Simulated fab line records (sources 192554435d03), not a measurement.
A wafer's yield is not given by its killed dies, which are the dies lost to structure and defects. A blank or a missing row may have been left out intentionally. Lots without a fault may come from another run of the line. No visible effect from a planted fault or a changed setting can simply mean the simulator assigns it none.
Matching of chambers + flow n5 finfet + pecvd-03 running N5_BEOL_M1_ILD_DEP_00: 3 sister chambers
The step deposits SiOC from DEMS/O2, target thk 79 nm, time 15.3 s. 6 wafers are shown with their chamber, then 9 later ones without.

## WAFERS, EACH WITH ITS CHAMBER
| wafer  | chamber | showerhead vpp V (V) | throttle valve pct (%) |
|--------|---------|----------------------|------------------------|
| L078.4 | 0       | 1343                 | 12.0                   |
| L081.3 | 2       | 1301                 | 10.4                   |
| L081.4 | 1       | 1479                 | 12.5                   |
| L082.3 | 2       | 1283                 | 10.9                   |
| L082.4 | 1       | 1493                 | 12.5                   |
| L082.6 | 0       | 1349                 | 11.8                   |

## WAFERS MISSING THEIR CHAMBER
| wafer  | showerhead vpp V (V) | throttle valve pct (%) |
|--------|----------------------|------------------------|
| L087.1 | 1331                 | 12.2                   |
| L087.2 | 1294                 | 10.6                   |
| L087.5 | 1338                 | 12.1                   |
| L091.1 | 1263                 | 10.5                   |
| L091.2 | 1331                 | 12.2                   |
| L091.6 | 1261                 | 10.8                   |
| L096.2 | 1477                 | 12.7                   |
| L096.4 | 1463                 | 12.5                   |
| L096.5 | 1318                 | 12.0                   |

## WHICH CHAMBER EACH WENT THROUGH
| wafer  | from the rows above | in truth |
|--------|---------------------|----------|
| L087.1 | 0                   | 0        |
| L087.2 | 2                   | 2        |
| L087.5 | 0                   | 0        |
| L091.1 | 2                   | 2        |
| L091.2 | 0                   | 0        |
| L091.6 | 2                   | 2        |
| L096.2 | 1                   | 1        |
| L096.4 | 1                   | 1        |
| L096.5 | 0                   | 0        |
Correct placement for 9 of the 9. Can't be placed from these rows: 0. 0 placed wrongly.
How it was worked out, from the rows above alone: a wafer's distance from a chamber is the root of the sum, over the readings, of the square of ((its reading less the chamber's mean) divided by the reading's scatter). If the next closest chamber is less than 2 further off than the closest, the wafer can't be placed; otherwise it belongs to the closest. A chamber's mean is the mean of its shown wafers. How the scatter is found: for the shown wafers, subtract from each reading the mean of its chamber, square and add these, divide the total by (wafers less chambers), then take the root.
